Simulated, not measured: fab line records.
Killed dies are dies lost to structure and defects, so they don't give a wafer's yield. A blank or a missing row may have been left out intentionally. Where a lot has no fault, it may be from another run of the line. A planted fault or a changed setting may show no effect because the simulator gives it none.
Matching of chambers + flow n5Finfet + 3 sister chambers for N5_BEOL_M7_CURE_75 on uvCure-02
The step cures SiCOH lowk, time 120 s. 6 wafers are shown with their chamber, then 9 later ones without.

## WAFERS WITH THEIR CHAMBER
| wafer  | chamber | wafer_temp_C_max | lampPowerPct (%) |
|--------|---------|------------------|------------------|
| L075.2 | 1       | 371.4            | 52.33            |
| L075.6 | 1       | 372.0            | 52.21            |
| L079.5 | 0       | 370.9            | 52.31            |
| L079.6 | 0       | 371.9            | 52.22            |
| L082.4 | 2       | 372.0            | 52.29            |
| L082.5 | 2       | 371.3            | 52.33            |

## WAFERS WHOSE CHAMBER IS MISSING
| wafer  | wafer_temp_C_max | lampPowerPct (%) |
|--------|------------------|------------------|
| L087.1 | 371.5            | 52.35            |
| L087.3 | 371.9            | 52.26            |
| L087.4 | 371.4            | 52.21            |
| L095.2 | 371.7            | 52.30            |
| L095.3 | 371.6            | 52.26            |
| L095.6 | 372.4            | 52.29            |
| L097.1 | 371.2            | 52.25            |
| L097.3 | 372.0            | 52.33            |
| L097.4 | 372.3            | 52.33            |

## CHAMBER TAKEN BY EACH
| wafer  | from the rows above          | in truth |
|--------|------------------------------|----------|
| L087.1 | can't be placed: 2 or 1 or 0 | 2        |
| L087.3 | can't be placed: 1 or 0 or 2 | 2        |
| L087.4 | can't be placed: 0 or 1 or 2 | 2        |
| L095.2 | can't be placed: 2 or 1 or 0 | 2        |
| L095.3 | can't be placed: 1 or 0 or 2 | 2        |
| L095.6 | can't be placed: 1 or 2 or 0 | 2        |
| L097.1 | can't be placed: 0 or 1 or 2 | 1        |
| L097.3 | can't be placed: 2 or 1 or 0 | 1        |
| L097.4 | can't be placed: 2 or 1 or 0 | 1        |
Placed correctly: 0 of 9. Can't be placed from these rows: 9 (the true chamber is among the candidates in 9). Number placed wrongly: 0.
How it was worked out, from the rows above alone: a wafer's distance from a chamber is the root of the sum, over the readings, of the square of ((its reading less the chamber's mean) divided by the reading's scatter). If the next closest chamber is less than 2 further off than the closest, the wafer can't be placed; otherwise it belongs to the closest. A chamber's mean is the mean of its shown wafers. The scatter: the root of (the sum of the squares of (reading less its chamber's mean) over the shown wafers, divided by (wafers less chambers)).
